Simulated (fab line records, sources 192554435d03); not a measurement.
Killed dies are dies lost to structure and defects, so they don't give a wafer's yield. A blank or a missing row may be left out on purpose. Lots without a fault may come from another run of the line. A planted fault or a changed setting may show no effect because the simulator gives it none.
fab line records	flow n5-finfet	part 2 of 2: steps 5 to 6 of 6
record: lots: 24	wafers: 72	last-day: 19
route steps=1938 shown BEOL_M0_SAQP@665 BEOL_M0_CUTY@710 BEOL_M0@720 BEOL_M1@770
lots that met no fault: from a run of the same line without faults
start-h: hours from the record's first day to the start of the lot's first wafer shown	wait-h: hours since the lot's step before	" unchanged from the row above	L1.1+2: a single row standing in for several wafers	- value missing, or start not given	* or withheld: withheld	< > ~ a bound
route shown NAME@n: NAME is a module with steps in the file, n the number in the route of the first one	usual: mean/standard deviation taken from wafers without a fault	same: alike in all rows	chamber/n: place in a boat	sites: readings site by site	_std_site: standard deviation of those values	_edge_site: outer sites' mean less inner sites'	radius-mm: how far each site lies from the wafer's centre	mask NAME#n: copy n	behind: the tool/chamber that last shaped the wafer	hold: the reason the lot was held/the length of the hold in hours/how it ended	device: transistor that didn't switch, given as n, p or np	end of line: tests of these same wafers at the route's end	for a step that has no rows: nothing shown but its recipe	killed: dies that structure and defects cost at the first sort, which is not the same as the wafer's yield	map: shows each die of a wafer: x if killed, . if not, _ if none is there
set.NAME: setting as actually run; set.NAME@STEP: the setting as run at that earlier step	model.NAME: the simulator's own value behind a step, which no gauge read
the route's steps for a sample of lots (tables are steps, rows are wafers)
services: a tool's chamber out of use, with start hour (start-h, from the record's first day; less than 0 if before it), hours out, and reason
== steps ==
step: N5_BEOL_M0_PRE_CLEAN_113
recipe: gas: H2/He	time-s: 30	temp-c: 250
usual: heater-power-w: 323/26
lot.wafer	tool	chamber	start-h	wait-h	heater-power-w
L074.1	pvd-sputter-01	-	127.95	0.0	355
L074.4	"	-	"	"	301
L074.6	"	-	"	"	346
L075.2	pvd-sputter-02	-	128.21	0.0	339
L075.4	"	-	"	"	342
L075.5	"	-	"	"	330
L077.1	pvd-sputter-03	-	131.09	0.0	345
L077.2	"	-	"	"	263
L077.4	"	-	"	"	325
L078.1	pvd-sputter-01	-	143.42	0.0	356
L078.2	"	-	"	"	300
L078.4	"	-	"	"	303
L079.1	pvd-sputter-01	-	149.26	0.0	303
L079.4	"	-	"	"	359
L079.6	"	-	"	"	299
L080.2	pvd-sputter-02	-	151.59	0.0	329
L080.3	"	-	"	"	307
L080.4	"	-	"	"	341
L081.3	pvd-sputter-02	-	157.34	0.0	305
L081.4	"	-	"	"	333
L081.6	"	-	"	"	345
L082.3	pvd-sputter-02	-	165.48	0.0	302
L082.4	"	-	"	"	311
L082.6	"	-	"	"	337
L083.2	pvd-sputter-03	-	170.81	0.0	271
L083.5	"	-	"	"	352
L083.6	"	-	"	"	317
L084.1	pvd-sputter-03	-	179.76	0.0	317
L084.3	"	-	"	"	363
L084.5	"	-	"	"	356
L085.2	pvd-sputter-02	-	185.56	0.0	336
L085.4	"	-	"	"	342
L085.6	"	-	"	"	332
L086.1	pvd-sputter-01	-	188.71	0.0	319
L086.2	"	-	"	"	301
L086.3	"	-	"	"	304
L087.1	pvd-sputter-03	-	191.37	0.0	319
L087.2	"	-	"	"	270
L087.5	"	-	"	"	315
L088.1	pvd-sputter-03	-	197.44	0.0	350
L088.4	"	-	"	"	319
L088.5	"	-	"	"	350
L089.1	pvd-sputter-03	-	202.47	0.0	325
L089.4	"	-	"	"	271
L089.6	"	-	"	"	275
L090.1	pvd-sputter-03	-	211.84	0.0	323
L090.5	"	-	"	"	356
L090.6	"	-	"	"	334
L091.1	pvd-sputter-03	-	216.46	0.0	266
L091.2	"	-	"	"	324
L091.4	"	-	"	"	356
L092.2	pvd-sputter-01	-	223.69	0.0	354
L092.4	"	-	"	"	309
L092.5	"	-	"	"	300
L093.2	pvd-sputter-03	-	232.21	0.0	273
L093.4	"	-	"	"	320
L093.6	"	-	"	"	360
L076.2	pvd-sputter-02	-	240.15	0.0	310
L076.3	"	-	"	"	306
L076.5	"	-	"	"	312
L094.4	pvd-sputter-01	-	244.43	0.0	301
L094.5	"	-	"	"	329
L094.6	"	-	"	"	293
L095.1	pvd-sputter-03	-	248.98	0.0	330
L095.3	"	-	"	"	273
L095.6	"	-	"	"	358
L097.1	pvd-sputter-03	-	264.29	0.0	358
L097.3	"	-	"	"	348
L097.6	"	-	"	"	338
L096.1	pvd-sputter-01	-	264.30	0.0	305
L096.3	"	-	"	"	354
L096.4	"	-	"	"	300
step: N5_BEOL_M1_ETCH_64
recipe: chemistry: N2/H2	target: SOC	target-depth-a: 750	overetch-a: 150	mask-material: SiARC	temp-c: 40	time-s: 112.5	ion-energy-ev: 200	pressure-mtorr: 30	source-w: 840	bias-w: 150	n2-flow-sccm: 200	h2-flow-sccm: 200
usual: drypump-motor-current-A: 5.5/0.38	h2-flow-sccm: 200.0/0.59	oes-product-au: 0.62/0.065	rf-fwd-power-W: 837.5/2.9	rf-vpp-V: 524.9/2.2	showerhead-plenum-p-Torr: 2.58/0.083	throttle-valve-pct: 17.94/0.23
lot.wafer	tool	chamber	start-h	wait-h	drypump-motor-current-A	h2-flow-sccm	oes-product-au	rf-fwd-power-W	rf-hours-counter-h	rf-vpp-V	showerhead-plenum-p-Torr	throttle-valve-pct
L074.1	rie-diel-05	0	131.68	0.0	5.0	200.7	0.54	837.0	235	527.2	2.64	18.60
L074.4	"	1	"	"	6.2	200.7	0.67	836.3	68	524.5	2.59	18.12
L074.6	"	3	"	"	5.4	200.5	0.61	838.9	-	519.5	2.43	17.67
L075.2	rie-diel-05	3	135.03	0.0	5.4	199.7	0.61	836.4	158	521.3	2.42	17.69
L075.4	"	0	"	"	5.0	200.7	0.54	837.5	235	524.9	2.63	18.60
L075.5	"	0	"	"	5.0	200.4	0.54	838.8	-	526.1	2.63	18.62
L077.1	rie-diel-04	0	136.31	0.0	5.5	200.4	0.59	835.7	175	525.3	2.65	17.64
L077.2	"	1	"	"	5.0	199.1	0.61	838.8	131	527.1	2.65	17.81
L077.4	"	1	"	"	5.0	199.3	0.61	837.4	-	526.0	2.65	17.80
L078.1	rie-diel-04	0	146.85	0.0	5.5	201.0	0.59	834.4	180	525.3	2.64	17.64
L078.2	"	3	"	"	5.4	200.1	0.54	836.8	217	524.2	2.53	18.21
L078.4	"	1	"	"	5.0	199.9	0.60	838.5	-	526.3	2.64	17.82
L079.1	rie-diel-02	2	153.31	0.0	5.8	198.9	0.60	835.1	148	527.5	2.66	17.82
L079.4	"	3	"	"	5.7	201.0	0.75	839.6	7	529.5	2.72	17.65
L079.6	"	2	"	"	5.7	199.3	0.59	836.4	-	527.0	2.66	17.84
L080.2	rie-diel-02	0	156.27	0.0	5.6	199.7	0.63	839.8	101	524.1	2.58	17.99
L080.3	"	3	"	"	5.7	199.0	0.75	836.3	8	528.7	2.72	17.63
L080.4	"	2	"	"	5.7	200.2	0.60	845.5	149	527.8	2.65	17.84
L081.3	rie-diel-04	1	162.52	0.0	5.0	201.3	0.61	832.7	141	527.0	2.64	17.82
L081.4	"	2	"	"	5.0	199.3	0.75	837.4	2	525.6	2.60	17.78
L081.6	"	3	"	"	5.4	200.4	0.54	838.1	-	524.8	2.53	18.22
L082.3	rie-diel-05	3	171.03	0.0	5.4	199.9	0.60	843.8	169	521.3	2.42	17.69
L082.4	"	2	"	"	5.7	200.2	0.60	832.8	148	522.8	2.43	18.01
L082.6	"	2	"	"	5.7	200.6	0.60	831.2	-	521.1	2.43	17.99
L083.2	rie-diel-02	2	173.87	0.0	5.7	200.9	0.60	837.4	154	527.9	2.65	17.84
L083.5	"	3	"	"	5.8	199.6	0.73	839.3	-	529.2	2.72	17.65
L083.6	"	2	"	"	5.7	199.3	0.59	833.4	-	527.3	2.65	17.84
L084.1	rie-diel-02	2	183.03	0.0	5.7	200.1	0.60	840.6	156	525.6	2.65	17.84
L084.3	"	0	"	"	5.5	198.1	0.62	838.4	108	524.5	2.58	18.01
L084.5	"	3	"	"	5.7	199.7	0.73	837.7	-	530.4	2.72	17.65
L085.2	rie-diel-02	0	189.63	0.0	5.5	199.5	0.61	840.3	110	523.4	2.58	18.01
L085.4	"	1	"	"	6.1	199.9	0.69	835.5	49	523.6	2.58	18.12
L085.6	"	0	"	"	5.5	199.0	0.62	840.6	-	524.9	2.58	18.02
L086.1	rie-diel-04	0	192.00	0.0	5.5	199.4	0.58	840.2	194	527.4	2.64	17.69
L086.2	"	1	"	"	5.0	199.7	0.60	841.5	150	524.9	2.64	17.85
L086.3	"	3	"	"	5.4	199.6	0.54	839.2	231	522.3	2.52	18.21
L087.1	rie-diel-04	0	196.79	0.0	5.5	199.2	0.58	838.1	195	526.5	2.64	17.67
L087.2	"	2	"	"	5.0	200.4	0.73	836.1	12	524.9	2.60	17.78
L087.5	"	3	"	"	5.4	200.7	0.53	844.5	-	523.2	2.52	18.25
L088.1	rie-diel-04	2	202.30	0.0	5.0	199.8	0.72	831.2	13	525.9	2.60	17.78
L088.4	"	0	"	"	5.4	200.8	0.58	835.9	196	525.2	2.64	17.68
L088.5	"	0	"	"	5.4	201.1	0.58	837.0	-	526.6	2.64	17.68
L089.1	rie-diel-04	1	207.56	0.0	5.0	199.7	0.60	840.6	154	526.6	2.64	17.85
L089.4	"	0	"	"	5.5	201.0	0.58	839.6	199	525.8	2.64	17.67
L089.6	"	2	"	"	5.0	199.7	0.72	834.8	-	526.6	2.59	17.78
L090.1	rie-diel-04	0	216.67	0.0	5.5	199.3	0.57	837.4	201	527.5	2.63	17.67
L090.5	"	3	"	"	5.4	199.3	0.53	837.1	-	524.0	2.52	18.25
L090.6	"	2	"	"	4.9	199.7	0.71	840.9	-	525.5	2.59	17.80
L091.1	rie-diel-05	1	220.79	0.0	6.2	201.0	0.63	837.8	98	524.4	2.58	18.18
L091.2	"	0	"	"	5.0	200.5	0.75	836.4	5	525.9	2.63	18.26
L091.4	"	3	"	"	5.4	199.9	0.58	835.3	189	520.7	2.41	17.73
L092.2	rie-diel-05	0	227.84	0.0	5.0	200.5	0.75	838.8	7	525.3	2.63	18.26
L092.4	"	2	"	"	5.7	200.0	0.59	838.6	171	521.5	2.42	18.05
L092.5	"	0	"	"	5.0	199.7	0.74	836.1	-	525.6	2.62	18.28
L093.2	rie-diel-05	0	238.38	0.0	4.9	200.0	0.74	838.3	11	526.9	2.62	18.25
L093.4	"	2	"	"	5.7	200.4	0.57	837.9	174	521.1	2.42	18.05
L093.6	"	1	"	"	6.2	199.2	0.63	835.0	-	523.0	2.58	18.18
L076.2	rie-diel-05	2	244.68	0.0	5.7	199.5	0.58	836.5	175	522.0	2.42	18.03
L076.3	"	0	"	"	5.0	200.2	0.74	835.8	12	526.5	2.62	18.28
L076.5	"	1	"	"	6.2	200.2	0.62	836.9	-	523.7	2.58	18.18
L094.4	rie-diel-02	2	248.99	0.0	5.7	199.9	0.57	838.4	173	526.9	2.64	17.88
L094.5	"	1	"	"	6.1	199.7	0.67	832.8	-	525.4	2.58	18.12
L094.6	"	2	"	"	5.7	198.8	0.58	836.4	-	526.0	2.64	17.88
L095.1	rie-diel-04	0	257.26	0.0	5.4	200.5	0.57	832.1	216	525.5	2.63	17.71
L095.3	"	1	"	"	5.0	199.5	0.59	838.4	162	525.7	2.63	17.86
L095.6	"	2	"	"	5.0	200.3	0.69	836.1	-	524.8	2.59	17.83
L097.1	rie-diel-02	1	270.62	0.0	6.1	200.0	0.67	836.9	68	525.5	2.58	18.14
L097.3	"	0	"	"	5.5	199.5	0.61	837.4	130	524.6	2.57	18.06
L097.6	"	3	"	"	5.7	199.1	0.69	838.5	-	528.5	2.71	17.68
L096.1	rie-diel-04	2	270.85	0.0	5.0	199.6	0.69	835.1	35	525.8	2.59	17.83
L096.3	"	3	"	"	5.4	199.6	0.77	835.1	1	524.2	2.52	17.84
L096.4	"	1	"	"	5.0	200.5	0.59	839.9	165	524.2	2.63	17.88
== services ==
tool	chamber	start-h	hours	kind
rie-diel-04	-	95.90	0.4	repair
rie-diel-01	3	105.08	9.1	repair
pvd-sputter-01	-	112.84	13.6	repair
rie-diel-01	0	113.19	5.2	repair
rie-diel-05	2	128.71	1.6	repair
pvd-sputter-01	-	136.42	1.1	repair
rie-diel-05	-	139.60	0.4	repair
pvd-sputter-03	-	159.89	2.5	repair
rie-diel-03	0	170.10	5.9	repair
rie-diel-02	-	180.09	1.3	repair
rie-diel-01	0	198.22	3.0	repair
rie-si-04	2	199.40	3.5	repair
rie-si-01	0	203.69	4.8	repair
rie-si-04	3	207.68	11.0	repair
rie-diel-05	1	213.02	4.7	repair
rie-diel-04	1	214.95	6.7	repair
rie-diel-04	1	222.61	13.5	repair
rie-diel-05	1	230.47	5.5	repair
rie-diel-02	1	230.65	2.4	repair
rie-si-04	0	258.93	17.5	repair
rie-si-04	-	259.89	0.3	repair
rie-diel-05	3	263.47	13.5	repair
rie-diel-03	2	263.59	3.8	repair
vapor-etch-01	-	268.23	2.8	pm
